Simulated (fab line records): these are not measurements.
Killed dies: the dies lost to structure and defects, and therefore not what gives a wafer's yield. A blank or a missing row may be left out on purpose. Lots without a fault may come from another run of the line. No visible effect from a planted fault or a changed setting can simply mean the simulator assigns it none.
Matching of chambers / flow n5_finfet / N5_BEOL_M4_ETCH_70 on rie_diel-01: 4 sister chambers
The step etches SOC in N2/H2, target depth 80 nm, overetch 24 nm, time 130 s. 4 wafers are shown with their chamber, then 12 later ones without.

== WAFERS, EACH WITH ITS CHAMBER ==
wafer=L082.6; chamber=0; throttle_valve_pct (%)=18.06
wafer=L087.4; chamber=1; throttle_valve_pct (%)=18.04
wafer=L090.5; chamber=2; throttle_valve_pct (%)=17.53
wafer=L090.6; chamber=3; throttle_valve_pct (%)=17.78

== WAFERS WITHOUT THEIR CHAMBER ==
wafer=L091.1; throttle_valve_pct (%)=17.54
wafer=L091.4; throttle_valve_pct (%)=17.78
wafer=L091.5; throttle_valve_pct (%)=17.54
wafer=L093.2; throttle_valve_pct (%)=17.79
wafer=L093.4; throttle_valve_pct (%)=17.62
wafer=L093.6; throttle_valve_pct (%)=17.77
wafer=L094.1; throttle_valve_pct (%)=17.81
wafer=L094.2; throttle_valve_pct (%)=17.54
wafer=L094.6; throttle_valve_pct (%)=17.63
wafer=L095.1; throttle_valve_pct (%)=17.79
wafer=L095.5; throttle_valve_pct (%)=17.54
wafer=L095.6; throttle_valve_pct (%)=17.67

== WHICH CHAMBER EACH ONE RAN IN ==
wafer=L091.1; from the rows above=2; in truth=2
wafer=L091.4; from the rows above=3; in truth=3
wafer=L091.5; from the rows above=2; in truth=2
wafer=L093.2; from the rows above=3; in truth=3
wafer=L093.4; from the rows above=can't be placed: 2 or 3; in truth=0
wafer=L093.6; from the rows above=3; in truth=3
wafer=L094.1; from the rows above=3; in truth=3
wafer=L094.2; from the rows above=2; in truth=2
wafer=L094.6; from the rows above=can't be placed: 2 or 3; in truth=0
wafer=L095.1; from the rows above=3; in truth=3
wafer=L095.5; from the rows above=2; in truth=2
wafer=L095.6; from the rows above=can't be placed: 3 or 2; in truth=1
Correct placement for 9 of the 12. Can't be placed from these rows: 3 (the true chamber is among the candidates in 0). Number placed wrongly: 0.
How it was worked out, from the rows above alone: a wafer's distance from a chamber is the root of the sum, over the readings, of the square of ((its reading less the chamber's mean) divided by the reading's scatter). If the next closest chamber is less than 2 further off than the closest, the wafer can't be placed; otherwise it belongs to the closest. Each chamber's mean is taken over the wafers shown for it. The scatter: root of mean squared gap, hidden wafer to nearest shown wafer, with one shown wafer a chamber.
